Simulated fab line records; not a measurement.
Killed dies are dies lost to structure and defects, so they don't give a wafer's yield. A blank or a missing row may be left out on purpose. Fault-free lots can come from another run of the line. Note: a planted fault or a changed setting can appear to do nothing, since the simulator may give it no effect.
What tool caused it?	flow nandHarc	Sampling: 14 lots, 42 wafers, 5 of 1302 route steps

== WHAT EACH GAUGE READ, for each wafer ==
NHARC_A_BONDPAD_INSPECT_23.
lot	measured	on	rawDefectCount
L873	day 23 13:49	defectInspect-01	769 724 500
L874	day 24 11:55	defectInspect-02	633 696 568
L876	day 25 04:37	defectInspect-01	437 456 419
L877	day 25 20:26	defectInspect-02	587 633 752
L878	day 25 17:28	defectInspect-02	370 442 418
L879	day 26 05:56	defectInspect-02	631 500 549
L880	day 26 21:18	defectInspect-02	416 421 421
L881	day 27 16:26	defectInspect-01	461 513 523
L888	day 29 17:57	defectInspect-02	583 615
L891	day 30 20:39	defectInspect-01	510 539
L893	day 31 14:27	defectInspect-02	645 670 440
L892	day 31 12:21	defectInspect-01	402 471 420
L894	day 32 04:31	defectInspect-01	611 731 685
L895	day 33 13:03	defectInspect-02	511 672 576

NHARC_THIN_TSV_CD_MEAS_16.
lot	measured	on	cdNm (nm)
L873	day 24 03:00	cdSem-02	1004.5 1000.2 995.7
L874	day 24 23:56	cdSem-01	997.7 996.5 996.5
L876	day 25 18:01	cdSem-02	1001.3 1000.5 1001.8
L877	day 26 09:52	cdSem-03	995.9 993.9 997.3
L878	day 26 11:02	cdSem-02	997.2 1003.4 1002.0
L879	day 26 21:39	cdSem-03	998.9 999.7 1004.2
L880	day 27 15:13	cdSem-02	1001.8 1001.1 998.7
L881	day 28 03:19	cdSem-01	998.5 1001.1 998.4
L888	day 30 05:25	cdSem-03	1000.7 996.8
L891	day 31 10:15	cdSem-03	995.6 995.8
L893	day 32 04:41	cdSem-02	998.5 994.4 1000.0
L892	day 32 03:22	cdSem-03	996.4 996.8 997.4
L894	day 32 17:40	cdSem-01	998.7 997.9 997.0
L895	day 34 03:56	cdSem-01	997.0 998.5 996.0

NHARC_END_SORT_01.
lot	measured	on	killedAtArray	killedAtOther	killedAtPeriphery	killedDies	killedOpen	killedShort
L888	day 30 20:07	prober-02	86 640 70	0 0 0	4 2 4	90 642 74	6 3 5	3 6 3
L891	day 32 03:08	prober-01	625 64 57	1 0 1	4 1 0	630 65 58	5 2 5	4 3 0

== WHAT TOOL EACH LOT RAN ON (gives the tool, then ch and the chambers of the sampled wafers, and finally the start) ==
lot	NHARC_A_CHANNEL_HOLE_D1_DEP_01	NHARC_THIN_TSV_STRIP_62
L873	pecvd-02 ch 0,1, day 8 18:28	plasmaAsher-02 ch 0,1, day 24 04:40
L874	pecvd-03 ch 0,1, day 9 07:07	plasmaAsher-01 ch 0,1, day 25 01:38
L876	pecvd-04 ch 0,1,2, day 9 23:10	plasmaAsher-01 ch 0,1, day 25 19:44
L877	pecvd-03 ch 1,2, day 10 19:00	plasmaAsher-02 ch 0,1, day 26 11:30
L878	pecvd-04 ch 0,1, day 11 03:14	plasmaAsher-01 ch 0,1, day 26 12:42
L879	pecvd-04 ch 0,1,2, day 11 10:44	plasmaAsher-01 ch 0,1, day 26 23:22
L880	pecvd-02 ch 0,2, day 11 23:14	plasmaAsher-02 ch 0, day 27 16:59
L881	pecvd-02 ch 1,2, day 12 14:31	plasmaAsher-02 ch 0,1, day 28 04:58
L888	pecvd-04 ch 0,1,2, day 15 06:10	plasmaAsher-02 ch 1, day 30 07:38
L891	pecvd-04 ch 0,1,2, day 16 04:28	plasmaAsher-02 ch 0, day 31 11:54
L893	pecvd-02 ch 0,1,2, day 17 04:40	plasmaAsher-01 ch 0,1, day 32 06:19
L892	pecvd-03 ch 0,1,2, day 17 04:51	plasmaAsher-02 ch 0,1, day 32 05:10
L894	pecvd-02 ch 0,1,2, day 17 12:11	plasmaAsher-02 ch 0,1, day 32 19:19
L895	pecvd-03 ch 0,1, day 18 05:58	plasmaAsher-01 ch 0,1, day 34 05:35
- NHARC_A_CHANNEL_HOLE_D1_DEP_01: deposits SiON, target thk 140 nm.
- NHARC_THIN_TSV_STRIP_62: strips in N2/H2, time 20 s.

== AS READ BY THE TOOLS THEMSELVES (means over the sampled wafers that have a number; for cases with no such wafer, the mark the record gives instead) ==
NHARC_A_CHANNEL_HOLE_D1_DEP_01.
lot	tool	heaterPowerW (W)
L873	pecvd-02	772
L874	pecvd-03	725
L876	pecvd-04	803
L877	pecvd-03	701
L878	pecvd-04	741
L879	pecvd-04	769
L880	pecvd-02	570
L881	pecvd-02	641
L888	pecvd-04	712
L891	pecvd-04	805
L893	pecvd-02	705
L892	pecvd-03	729
L894	pecvd-02	672
L895	pecvd-03	704

NHARC_THIN_TSV_STRIP_62.
lot	tool	drypumpMotorCurrentA (A)	heaterPowerW (W)
L873	plasmaAsher-02	6.02	330
L874	plasmaAsher-01	6.09	356
L876	plasmaAsher-01	6.10	342
L877	plasmaAsher-02	6.00	332
L878	plasmaAsher-01	6.11	352
L879	plasmaAsher-01	6.09	350
L880	plasmaAsher-02	5.81	282
L881	plasmaAsher-02	5.89	295
L888	plasmaAsher-02	6.11	329
L891	plasmaAsher-02	5.81	277
L893	plasmaAsher-01	6.10	350
L892	plasmaAsher-02	5.91	295
L894	plasmaAsher-02	5.91	298
L895	plasmaAsher-01	6.10	361

== THE ANSWER, worked out from the rows above alone ==
Rule: the lots themselves supply what counts as usual. The widest of any qualifying gaps counts: lots, ordered by their means at a reading, are off when they make up no more than a third of the lots, leave a main group of 4 or more, and stand apart from it by 3 or more times the standard deviation of that group's means. The tables above print the reading to a certain number of digits; a main group whose means all agree to those digits is not used. A lot without any number at a reading at which 4 lots or more have one is off too. All remaining lots with rows at the step are treated as sound. First the gauges in route order, then the tools' own readings, where a lot's mean is used as printed above. At the first step where some lot is off, the reading lying furthest off is the one used; lots without a number count as furthest.
Nothing can be told from this: no lot is off at any reading shown.

== WHAT HAD BEEN PUT IN BY THE SIMULATOR ==
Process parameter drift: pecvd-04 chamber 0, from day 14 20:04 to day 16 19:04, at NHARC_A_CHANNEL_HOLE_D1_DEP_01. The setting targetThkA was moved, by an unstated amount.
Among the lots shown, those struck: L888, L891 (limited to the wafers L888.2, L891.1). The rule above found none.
